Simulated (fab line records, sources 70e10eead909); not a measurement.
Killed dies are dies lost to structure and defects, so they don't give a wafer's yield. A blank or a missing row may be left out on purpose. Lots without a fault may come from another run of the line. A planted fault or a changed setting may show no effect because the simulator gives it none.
Chamber matching | flow nand_harc | NHARC_A_STAIRCASE_DESCUM_312 on rie_diel-09: 4 sister chambers
The step chemistry O2, time 3 s. 8 wafers are shown with their chamber, then 11 later ones without.

WAFERS WITH THEIR CHAMBER
wafer  | chamber | showerhead_plenum_p_Torr (Torr) | drypump_motor_current_A (A)
L076.6 | 0       | 1.96                            | 5.9
L081.3 | 0       | 1.96                            | 6.0
L083.6 | 1       | 1.93                            | 5.8
L084.4 | 2       | 2.05                            | 5.8
L085.1 | 2       | 2.05                            | 5.8
L085.2 | 1       | 1.92                            | 5.8
L085.4 | 3       | 2.01                            | 5.1
L088.2 | 3       | 2.01                            | 5.1

WAFERS WITHOUT THEIR CHAMBER
wafer  | showerhead_plenum_p_Torr (Torr) | drypump_motor_current_A (A)
L088.4 | 2.05                            | 5.8
L088.5 | 1.92                            | 5.8
L092.1 | 1.95                            | 5.9
L092.3 | 2.04                            | 5.8
L092.4 | 1.92                            | 5.7
L091.1 | 1.95                            | 5.9
L091.3 | 2.04                            | 5.8
L091.6 | 2.04                            | 5.8
L093.1 | 2.00                            | 5.1
L093.5 | 1.95                            | 5.9
L093.6 | 1.92                            | 5.7

WHICH CHAMBER EACH WENT THROUGH
wafer  | from the rows above | in truth
L088.4 | 2                   | 2
L088.5 | 1                   | 1
L092.1 | 0                   | 0
L092.3 | 2                   | 2
L092.4 | 1                   | 1
L091.1 | 0                   | 0
L091.3 | 2                   | 2
L091.6 | 2                   | 2
L093.1 | 3                   | 3
L093.5 | 0                   | 0
L093.6 | 1                   | 1
Placed correctly: 11 of 11. Can't be placed from these rows: 0. Placed wrongly: 0.
How it was worked out, from the rows above alone: a wafer's distance from a chamber is the root of the sum, over the readings, of the square of ((its reading less the chamber's mean) divided by the reading's scatter). The wafer belongs to the nearest chamber; if the next one is less than 2 further off, it can't be placed. A chamber's mean is the mean of its shown wafers. The scatter: the root of (the sum of the squares of (reading less its chamber's mean) over the shown wafers, divided by (wafers less chambers)).
